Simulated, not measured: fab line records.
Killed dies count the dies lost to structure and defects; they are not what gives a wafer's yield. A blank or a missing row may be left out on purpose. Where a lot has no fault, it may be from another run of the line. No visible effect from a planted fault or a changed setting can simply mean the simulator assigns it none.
Matching of chambers -- flow n5-finfet -- N5_BEOL_M9_STRIP_19 on rie-diel-03 has 4 sister chambers
The step strips in O2. 16 wafers are shown with their chamber, then 8 later ones without.

## WAFERS, EACH WITH ITS CHAMBER
wafer,chamber,showerhead-plenum-p-Torr (Torr),drypump-motor-current-A (A),throttle-valve-pct (%)
L074.3,1,2.18,6.0,16.90
L074.4,0,2.05,6.7,16.53
L074.5,2,2.01,5.3,16.78
L075.1,1,2.18,6.0,16.92
L075.2,0,2.05,6.7,16.54
L075.3,3,2.05,5.4,16.59
L075.4,2,2.01,5.3,16.79
L075.5,1,2.18,5.9,16.93
L075.6,2,2.01,5.3,16.78
L077.2,2,2.01,5.3,16.79
L077.4,0,2.05,6.7,16.52
L077.5,1,2.18,5.9,16.91
L083.2,3,2.05,5.4,16.60
L083.3,1,2.17,5.9,16.93
L083.6,1,2.17,5.9,16.94
L086.4,1,2.17,5.9,16.95

SIGNATURES (averages over the wafers above)
reading,chamber 0,chamber 1,chamber 2,chamber 3,scatter within a chamber
showerhead-plenum-p-Torr,2.0500,2.1757,2.0100,2.0500,0.00378
drypump-motor-current-A,6.700,5.929,5.300,5.400,0.0345
throttle-valve-pct,16.5300,16.9257,16.7850,16.5950,0.0133
Rule: for a wafer and a chamber, the distance is found by dividing, reading by reading, the gap between the wafer's reading and the chamber's mean by the reading's scatter, squaring, summing and taking the root. If the next closest chamber is less than 2 further off than the closest, the wafer can't be placed; otherwise it belongs to the closest. The scatter: the root of (the sum of the squares of (reading less its chamber's mean) over the shown wafers, divided by (wafers less chambers)).

## WAFERS WHOSE CHAMBER IS MISSING
wafer,showerhead-plenum-p-Torr (Torr),drypump-motor-current-A (A),throttle-valve-pct (%)
L086.5,2.17,5.9,17.01
L086.6,2.04,6.7,16.58
L092.3,2.00,5.3,16.85
L092.5,2.05,5.3,16.63
L092.6,2.04,6.6,16.59
L094.1,2.04,6.6,16.62
L094.5,2.04,6.7,16.59
L094.6,2.05,5.3,16.63

## CHAMBER TAKEN BY EACH
wafer,from the rows above,in truth
L086.5,1,1
L086.6,0,0
L092.3,2,2
L092.5,3,3
L092.6,0,0
L094.1,0,0
L094.5,0,0
L094.6,3,3
Placed correctly: 8 of 8. Number that these rows cannot place: 0. Placed wrongly: 0.
